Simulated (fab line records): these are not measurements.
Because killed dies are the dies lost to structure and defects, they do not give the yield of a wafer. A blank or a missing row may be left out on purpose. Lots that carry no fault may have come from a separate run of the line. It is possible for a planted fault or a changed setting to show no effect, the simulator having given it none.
A lot that was struck, set against a sound lot :: flow n5-finfet :: 16 out of 1938 route steps
Sound: these wafers, L780.1, L780.3, L780.6. Struck: wafer L793.4 (L793.2, L793.5, from the same lot, were not struck and are left out); the cause is given at the end.
Each step with rows lists, per side, the tool, then ch with its chambers, then its first start. Under that, the readings that differ: sound wafers :: struck wafers :: difference of the means :: sigmas: that difference in standard deviations of wafers without a fault.
alike: readings with means less than 2 such deviations apart, plus words and numbers identical on both sides. not compared: withheld readings, readings lacking a value on some wafer, bounds such as >300 that could conceal the same value, and numbers that have no deviation in the record and whose values overlap.
A row with sigmas, a row that says differs or no value, or rows on one side alone: a step with any of these is where the two part. Non-overlapping numbers with no deviation appear without sigmas and do not part them. Lack of a reading on every wafer of one side parts them only where that side has two or more wafers.

first, 7 steps without rows for these wafers: N5_BEOL_M2_COAT_73 (time 60 s, resist thk 5 nm); N5_BEOL_M2_COAT_05 (resist thk 30 nm); N5_BEOL_M2_EBR_07; N5_BEOL_M2_SOFTBAKE_06 (time 60 s); N5_BEOL_M2_EXPOSE_08 (exposes mask M2); N5_BEOL_M2_PEB_09 (peb time 60 s); N5_BEOL_M2_DEVELOP_10 (develop time 30 s).
N5_BEOL_M2_CD_MEAS_11: the cd target is 16.79 nm.
  sound on cd-sem-02 ch 0, day 7 08:05; struck on cd-sem-01 ch 0, day 11 20:04
  alike: cd-nm
N5_BEOL_M2_OVL_MEAS_12:
  sound on overlay-02 ch 0, day 7 08:07; struck on overlay-01 ch 0, day 11 20:07
  alike: M2_OVL
N5_BEOL_M2_INSPECT_13: inspects for defects (brightfield).
  sound on defect-inspect-01, day 7 08:10; struck on defect-inspect-02, day 11 20:10
  alike: raw-defect-count
N5_BEOL_M2_DESCUM_16: chemistry O2, time 7 s.
  sound on rie-diel-04 ch 0,1,2, day 7 08:48; struck on rie-diel-04 ch 1, day 11 20:11
  alike: drypump-motor-current-A, oes-product-au, rf-vpp-V, showerhead-plenum-p-Torr, throttle-valve-pct
  not compared: rf-hours-counter-h
N5_BEOL_M2_ETCH_74: etches underlayer in N2/H2, target depth 6.5 nm, time 5.2 s.
  sound on rie-diel-04 ch 0,1,2, day 7 08:50; struck on rie-diel-04 ch 1, day 11 20:14
  alike: drypump-motor-current-A, etch-rf-on-time-s, oes-product-au, rf-vpp-V, showerhead-plenum-p-Torr, throttle-valve-pct
  not compared: rf-hours-counter-h
N5_BEOL_M2_ETCH_63: etches SiARC in CF4, target depth 15.6 nm, time 26 s.
  sound on rie-diel-04 ch 0,1,2, day 7 08:51; struck on rie-diel-04 ch 1, day 11 20:14
reading: etch-rf-on-time-s (s)
sound: 24.9 25.7 25.3
struck: 15.1
difference: -10.2
sigmas: -11

reading: oes-product-au (a.u.)
sound: 0.78 0.62 0.80
struck: 1.02
difference: +0.29
sigmas: +4
  alike: drypump-motor-current-A, rf-vpp-V, showerhead-plenum-p-Torr, throttle-valve-pct
  not compared: rf-hours-counter-h
N5_BEOL_M2_ETCH_64: etches SOC in N2/H2, target depth 75 nm, overetch 22.5 nm, time 121.9 s.
  sound on rie-diel-04 ch 0,1,2, day 7 08:53; struck on rie-diel-04 ch 1, day 11 20:16
  alike: drypump-motor-current-A, oes-product-au, rf-vpp-V, showerhead-plenum-p-Torr, throttle-valve-pct
  not compared: rf-hours-counter-h
N5_BEOL_M4_RC_MEAS_101:
  sound on prober-01 ch 0, day 8 14:51; struck on prober-02 ch 0, day 13 07:27
  alike: DIBL_N, DIBL_P, IOFF_N, IOFF_P, ION_N, ION_P, SS_N, SS_P, VT_N, VT_P
-- the record jumps here: 4 days lie between the struck wafers' starts before and after (it left off in module BEOL_M4 and takes up again in module PASSIVATION, whose first step shown is number 1936 of the route) --
N5_PASSIVATION_PROBE_49:
  sound on prober-02, day 11 20:46; struck on prober-02, day 17 12:55
reading: killed-at-other
sound: 7 11 5
struck: 0
difference: -8
sigmas: -2

reading: killed-on-rim
sound: 23 11 7
struck: 24
difference: +10
sigmas: +2
  alike: defect-limited-yield, killed_at_M0_to_M3, killed_at_M4_up, killed-at-contacts, killed-at-front-end, killed-dies, killed-open, killed-short, sort_bin_5_function, sort_bin_6_memory, sort-n-pass, sort-yield-pct

WHERE THEY PART
Earliest at N5_BEOL_M2_ETCH_63; latest, in this record, at N5_PASSIVATION_PROBE_49.

WHY: what had been put in by the simulator
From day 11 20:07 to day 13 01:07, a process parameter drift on rie-diel-04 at N5_BEOL_M2_ETCH_63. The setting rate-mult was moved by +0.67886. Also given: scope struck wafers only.
